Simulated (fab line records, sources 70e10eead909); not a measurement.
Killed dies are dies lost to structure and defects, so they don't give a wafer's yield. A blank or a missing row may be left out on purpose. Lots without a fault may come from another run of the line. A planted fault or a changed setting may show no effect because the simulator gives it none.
fab line records | flow nand_harc
record lots=12 wafers=36 last_day=33
route steps=1302 shown A_CONTACT@1087 A_BLC@1115 END@1302
lots that met no fault: from a run of the same line without faults
start_h: hours from the record's first day to the start of the lot's first wafer shown | wait_h: hours since the lot's step before | " the same as in the row above | L1.1+2: a row that stands for several wafers | - no value, or no start given | * or withheld: withheld | < > ~ a bound
route shown NAME@n: a module of which the file shows steps, and the number in the route of the first | usual: mean/standard deviation of fault-free wafers | same: alike in all rows | chamber/n: place in a boat | sites: the reading at each site | _std_site: their standard deviation | _edge_site: outer sites' mean less inner sites' | radius_mm: how far each site lies from the wafer's centre | mask NAME#n: copy n | behind: the tool/chamber that last shaped the wafer | hold: why the lot was held/for how many hours/how that ended | device: the transistor (n, p or np) that didn't switch | end of line: the same wafers' tests at the end of the route | a step without rows: its recipe alone | killed: dies lost to structure and defects at the first sort, not the wafer's yield | map: a wafer's dies, x killed, . not, _ none there
set.NAME: the setting as run; set.NAME@STEP: as run at that earlier step | model.NAME: the simulator's own value behind a step, which no gauge read
steps of the route over a sample of lots; a table a step, a row a wafer
services: from which hour (start_h, from the record's first day; less than 0 if before it) a tool's chamber was out of use, for how many hours, and why
## steps
# step NHARC_A_CONTACT_ETCH_135
# recipe source_w=withheld pressure_mtorr=20 bias_v=1200 time_s=311 target_depth_a=19120 ar_flow_sccm=withheld c4f8_flow_sccm=withheld o2_flow_sccm=withheld chemistry=C4F8/O2/Ar
# columns lot.wafer tool chamber start_h wait_h rf_hours_counter_h
L703.2 har_cap_etch-03 0 552.11 0.2 53
L703.3 " 1 " " -
L703.5 " 0 " " -
L706.1 har_cap_etch-02 0 584.92 0.2 95
L706.2 " 1 " " 95
L706.6 " 1 " " -
L705.2 har_cap_etch-03 0 585.83 0.2 59
L705.1 " 1 " " 59
L705.5 " 1 " " -
L704.1 har_cap_etch-02 1 592.90 0.2 96
L704.3 " 0 " " -
L704.6 " 1 " " -
L707.1 har_cap_etch-03 1 595.20 0.2 60
L707.3 " 1 " " -
L707.5 " 1 " " -
L708.4 har_cap_etch-01 1 638.05 0.2 -
L708.6 " 0 " " -
L708.5 " 1 " " -
L710.1 har_cap_etch-03 0 640.16 0.2 68
L710.3 " 0 " " -
L710.6 " 1 " " -
L711.2 har_cap_etch-01 0 642.88 0.2 24
L711.4 " 1 " " -
L711.5 " 0 " " -
L713.1 har_cap_etch-02 0 654.71 0.2 107
L713.3 " 1 " " -
L713.5 " 1 " " -
L717.1 har_cap_etch-02 1 719.42 0.2 118
L717.4 " 0 " " -
L717.5 " 1 " " -
L719.2 har_cap_etch-01 0 722.84 0.2 38
L719.3 " 0 " " -
L719.6 " 1 " " -
L718.1 har_cap_etch-03 0 726.44 0.2 85
L718.2 " 1 " " 85
L718.4 " 0 " " -
# step NHARC_A_CONTACT_ETCH_98
# recipe target_depth_a=200 over_etch_frac=0.5 time_s=10 ion_energy_ev=250 c4f6_flow_sccm=25 o2_flow_sccm=20 ar_flow_sccm=500 rf_w=600 bias_w=500 chemistry=C4F6/O2
# usual drypump_motor_current_A=5.7/0.54 oes_product_au=0.960/0.023 rf_vpp_V=547.7/2.8 showerhead_plenum_p_Torr=3.96/0.13 throttle_valve_pct=26.903/0.009
# columns lot.wafer tool chamber start_h wait_h drypump_motor_current_A oes_product_au rf_hours_counter_h rf_vpp_V showerhead_plenum_p_Torr throttle_valve_pct
L703.3 rie_diel-06 0 - - 6.4 0.947 8 550.6 4.09 26.901
L703.2 " 1 " " 5.0 0.938 9 546.5 3.84 26.891
L703.5 " 1 " " 5.0 0.940 - 545.8 3.84 26.891
L706.1 rie_diel-06 2 - - 6.3 0.957 15 548.9 4.01 26.907
L706.2 " 3 " " 5.3 0.946 15 546.3 3.93 26.908
L706.6 " 0 " " 6.4 0.939 - 550.5 4.08 26.912
L705.1 rie_diel-06 0 - - 6.4 0.939 14 550.4 4.08 26.891
L705.2 " 2 " " 6.3 0.962 15 549.8 4.01 26.910
L705.5 " 1 " " 5.1 0.948 - 546.1 3.84 26.905
L704.1 rie_diel-05 1 594.71 0.1 5.5 0.993 0 542.4 3.72 26.902
L704.3 " 2 " " 6.2 1.000 0 552.4 4.15 26.894
L704.6 " 2 " " 6.2 1.010 - 552.2 4.16 26.905
L707.1 rie_diel-06 2 - - 6.3 0.958 16 548.3 4.01 26.886
L707.3 " 0 " " 6.4 0.942 16 550.3 4.08 26.901
L707.5 " 2 " " 6.3 0.956 - 549.1 4.01 26.895
L708.4 rie_diel-05 2 - - 6.2 0.965 13 549.6 4.15 26.895
L708.5 " 0 " " 4.7 0.952 - 547.4 3.97 26.909
L708.6 " 1 " " 5.5 0.960 - 542.9 3.71 26.910
L710.3 rie_diel-07 0 - - 6.0 0.955 56 548.3 4.02 26.900
L710.1 " 2 " " 5.8 0.959 56 540.5 3.64 26.910
L710.6 " 0 " " 5.9 0.947 - 549.6 4.02 26.903
L711.2 rie_diel-06 1 - - 5.1 0.972 25 544.7 3.83 26.897
L711.4 " 3 " " 5.4 0.954 24 545.7 3.92 26.898
L711.5 " 0 " " 6.4 0.965 - 549.7 4.08 26.906
L713.3 rie_diel-06 1 - - 5.1 0.960 28 545.1 3.83 26.894
L713.1 " 2 " " 6.3 0.975 26 548.8 4.00 26.917
L713.5 " 3 " " 5.3 0.963 - 544.8 3.92 26.898
L717.1 rie_diel-06 1 - - 5.0 0.927 7 544.6 3.82 26.909
L717.4 " 2 " " 6.3 0.939 8 548.0 4.00 26.907
L717.5 " 0 " " 6.4 0.942 - 550.4 4.07 26.890
L719.3 rie_diel-06 2 - - 6.3 0.955 9 547.6 4.00 26.891
L719.2 " 0 " " 6.4 0.947 8 550.6 4.07 26.899
L719.6 " 3 " " 5.4 0.958 - 547.1 3.91 26.921
L718.2 rie_diel-06 2 - - 6.3 0.944 10 547.8 4.00 26.881
L718.4 " 3 " " 5.4 0.932 10 546.3 3.91 26.892
L718.1 " 0 " " 6.4 0.931 8 549.2 4.07 26.907
# step NHARC_A_BLC_PEB_08
# recipe peb_temp_c=100 peb_time_s=65
# usual heater_power_total_W=156.6/0.4 plate_temp_C=99.99/0.12
# columns lot.wafer tool chamber start_h wait_h heater_power_total_W plate_temp_C
L703.2 litho_track-06 0 557.35 0.1 156.5 99.98
L703.3 " 0 " " 156.1 100.10
L703.5 " 0 " " 156.0 100.07
L706.1 litho_track-04 0 589.83 0.1 156.7 100.07
L706.2 " 0 " " 156.0 100.10
L706.6 " 0 " " 156.4 100.07
L705.1 litho_track-04 0 590.59 0.1 156.3 100.16
L705.2 " 0 " " 156.5 99.88
L705.5 " 0 " " 156.6 100.32
L704.1 litho_track-06 0 597.67 0.1 157.0 100.03
L704.3 " 0 " " 157.2 99.89
L704.6 " 0 " " 157.1 99.77
L707.1 litho_track-04 0 599.97 0.1 156.6 100.03
L707.3 " 0 " " 156.4 99.83
L707.5 " 0 " " 156.5 100.13
L708.4 litho_track-06 0 642.53 0.0 156.4 99.81
L708.5 " 0 " " 155.9 99.91
L708.6 " 0 " " 156.7 99.89
L710.1 litho_track-04 0 645.24 0.1 156.4 100.14
L710.3 " 0 " " 156.3 100.02
L710.6 " 0 " " 157.1 99.84
L711.2 litho_track-06 0 648.61 0.1 156.8 99.98
L711.4 " 0 " " 156.4 100.03
L711.5 " 0 " " 156.5 100.02
L713.1 litho_track-06 0 659.98 0.1 157.1 99.95
L713.3 " 0 " " 156.0 99.87
L713.5 " 0 " " 157.1 100.12
L717.1 litho_track-06 0 724.38 0.1 156.6 100.04
L717.4 " 0 " " 156.8 99.79
L717.5 " 0 " " 157.1 100.02
L719.2 litho_track-06 0 727.58 0.1 152.5 98.22
L719.3 " 0 " " 152.5 98.53
L719.6 " 0 " " 152.8 98.46
L718.1 litho_track-06 0 731.14 0.1 153.3 98.24
L718.2 " 0 " " 152.7 98.13
L718.4 " 0 " " 152.4 98.40
# step NHARC_A_BLC_CD_MEAS_10
# recipe target_cd_nm=100 landing_energy_ev=500
# usual cd_nm=100.2/0.6
# same landing_energy_ev=500
# columns lot.wafer tool chamber start_h wait_h cd_nm
L703.2 cd_sem-02 0 557.44 - 99.7
L703.3 " 0 " " 100.0
L703.5 " 0 " " 100.1
L706.1 cd_sem-02 0 589.91 - 100.4
L706.2 " 0 " " 101.0
L706.6 " 0 " " 100.8
L705.1 cd_sem-01 0 590.67 - 99.5
L705.2 " 0 " " 99.5
L705.5 " 0 " " 100.4
L704.1 cd_sem-01 0 597.75 - 100.4
L704.3 " 0 " " 101.1
L704.6 " 0 " " 100.3
L707.1 cd_sem-02 0 600.06 - 100.6
L707.3 " 0 " " 100.1
L707.5 " 0 " " 100.3
L708.4 cd_sem-03 0 642.61 - 100.5
L708.5 " 0 " " 100.2
L708.6 " 0 " " 99.7
L710.1 cd_sem-02 0 645.32 - 99.1
L710.3 " 0 " " 99.5
L710.6 " 0 " " 99.9
L711.2 cd_sem-03 0 648.69 - 100.7
L711.4 " 0 " " 100.8
L711.5 " 0 " " 100.3
L713.1 cd_sem-03 0 660.06 - 101.3
L713.3 " 0 " " 101.2
L713.5 " 0 " " 101.6
L717.1 cd_sem-02 0 724.46 - 100.5
L717.4 " 0 " " 100.3
L717.5 " 0 " " 100.9
L719.2 cd_sem-01 0 727.66 - 95.2
L719.3 " 0 " " 94.0
L719.6 " 0 " " 93.7
L718.1 cd_sem-03 0 731.22 - 94.2
L718.2 " 0 " " 94.8
L718.4 " 0 " " 94.2
# step NHARC_A_BLC_INSPECT_12
# usual raw_defect_count=87/35
# columns lot.wafer tool chamber start_h wait_h raw_defect_count
L703.2 defect_inspect-02 - 557.56 0.0 68
L703.3 " - " " 78
L703.5 " - " " 52
L706.1 defect_inspect-01 - 590.03 0.0 36
L706.2 " - " " 29
L706.6 " - " " 34
L705.1 defect_inspect-01 - 590.79 0.0 120
L705.2 " - " " 109
L705.5 " - " " 118
L704.1 defect_inspect-01 - 597.88 0.0 141
L704.3 " - " " 129
L704.6 " - " " 117
L707.1 defect_inspect-01 - 600.18 0.0 112
L707.3 " - " " 94
L707.5 " - " " 124
L708.4 defect_inspect-01 - 642.73 0.0 80
L708.5 " - " " 65
L708.6 " - " " 80
L710.1 defect_inspect-01 - 645.44 0.0 119
L710.3 " - " " 104
L710.6 " - " " 124
L711.2 defect_inspect-01 - 648.81 0.0 63
L711.4 " - " " 61
L711.5 " - " " 42
L713.1 defect_inspect-01 - 660.19 0.0 146
L713.3 " - " " 151
L713.5 " - " " 152
L717.1 defect_inspect-02 - 724.58 0.0 88
L717.4 " - " " 77
L717.5 " - " " 74
L719.2 defect_inspect-01 - 727.78 0.0 81
L719.3 " - " " 64
L719.6 " - " " 70
L718.1 defect_inspect-02 - 731.35 0.0 34
L718.2 " - " " 44
L718.4 " - " " 34
# step NHARC_END_SORT_01
# recipe temp_c=25
# usual killed_at_array=62/20 killed_at_other=0.8/1.1 killed_at_periphery=3.5/2.4 killed_dies=66/21 killed_open=3.5/1.9 killed_short=2.5/1.7
# same gross_dies=677
# columns lot.wafer tool chamber start_h wait_h killed_at_array killed_at_other killed_at_periphery killed_dies killed_open killed_short
L719.2 prober-01 0 772.69 2.8 59 0 2 61 3 1
L718.4 prober-02 0 782.10 3.4 36 1 6 43 4 3
# killed by level:class
L719.2 A_CHANNEL_HOLE_D2:chamber_film_flake=24 A_CHANNEL_HOLE_D1:chamber_film_flake=12 A_CONTACT:chamber_film_flake=8 A_SLIT:chamber_film_flake=5 A_STAIRCASE:chamber_film_flake=3 A_BONDPAD:chamber_film_flake=2 P_STI:geometric_particle:short=1 A_SOURCE_PLATE:geometric_particle:open=1
L718.4 A_CHANNEL_HOLE_D1:chamber_film_flake=21 A_SLIT:chamber_film_flake=5 A_CONTACT:chamber_film_flake=3 P_STI:geometric_particle:open=1 P_CONTACT:geometric_particle:open=1 A_CHANNEL_FILL_D1:geometric_particle:open=1 A_WL_FILL:geometric_particle:short=1 A_CONTACT:geometric_particle:short=1
## services
# columns tool chamber start_h hours kind
litho_track-06 - 529.00 7.0 pm
rie_diel-05 1 535.89 5.3 repair
rie_diel-06 0 542.35 - clean
rie_diel-06 1 542.35 - clean
rie_diel-06 2 542.35 - clean
rie_diel-06 3 542.35 - clean
litho_track-04 - 553.00 7.0 pm
rie_diel-05 0 553.50 2.5 repair
rie_diel-07 2 560.00 1.7 repair
rie_diel-06 0 566.85 - clean
rie_diel-06 1 566.85 - clean
rie_diel-06 2 566.85 - clean
rie_diel-06 3 566.85 - clean
rie_diel-05 - 583.75 9.0 pm
rie_diel-05 3 611.77 3.0 repair
rie_diel-07 2 611.94 6.7 repair
rie_diel-07 1 616.51 2.3 repair
rie_diel-06 2 630.23 8.0 repair
rie_diel-07 - 648.32 9.0 pm
rie_diel-06 - 661.35 9.0 pm
rie_diel-07 1 685.52 6.9 repair
litho_track-06 - 704.00 7.0 pm
rie_diel-07 1 718.43 4.2 repair
litho_track-04 - 728.00 7.0 pm
## key
first_sign step=NHARC_A_BLC_PEB_08 reading=plate_temp_C direction=down sigmas=14 usual=* struck=*
effect step=NHARC_A_BLC_PEB_08 reading=heater_power_total_W direction=down sigmas=9.8 usual=* struck=*
effect step=NHARC_A_BLC_CD_MEAS_10 reading=cd_nm direction=down sigmas=9.7 usual=100.2 struck=94.4 through=control_loop
met_at NHARC_A_BLC_PEB_08
struck_lots L718,L719
tester_left_out L718,L719
loop_trim step=NHARC_A_BLC_EXPOSE_07 setting=dose lots=L718
not_acting_at NHARC_A_CONTACT_ETCH_135,NHARC_A_CONTACT_ETCH_98,NHARC_A_BLC_INSPECT_12
onset_between 724.38 727.58
fault kind=process_parameter_drift tool=litho_track-06 chamber=- onset_h=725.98 steps=NHARC_A_BLC_PEB_08 channel=peb_temp_c offset=* shape=step end_h=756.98 acts_in=* stated=*
# tester_left_out: of these lots the tester's yield and bins aren't shown, on N5 and GAA mostly nor the transistor test; their killed dies are dies lost to structure and defects alone, not to doping, threshold or leakage, so they don't give the yield
# loop_trim: a control loop set the setting to another value than it would have without faults
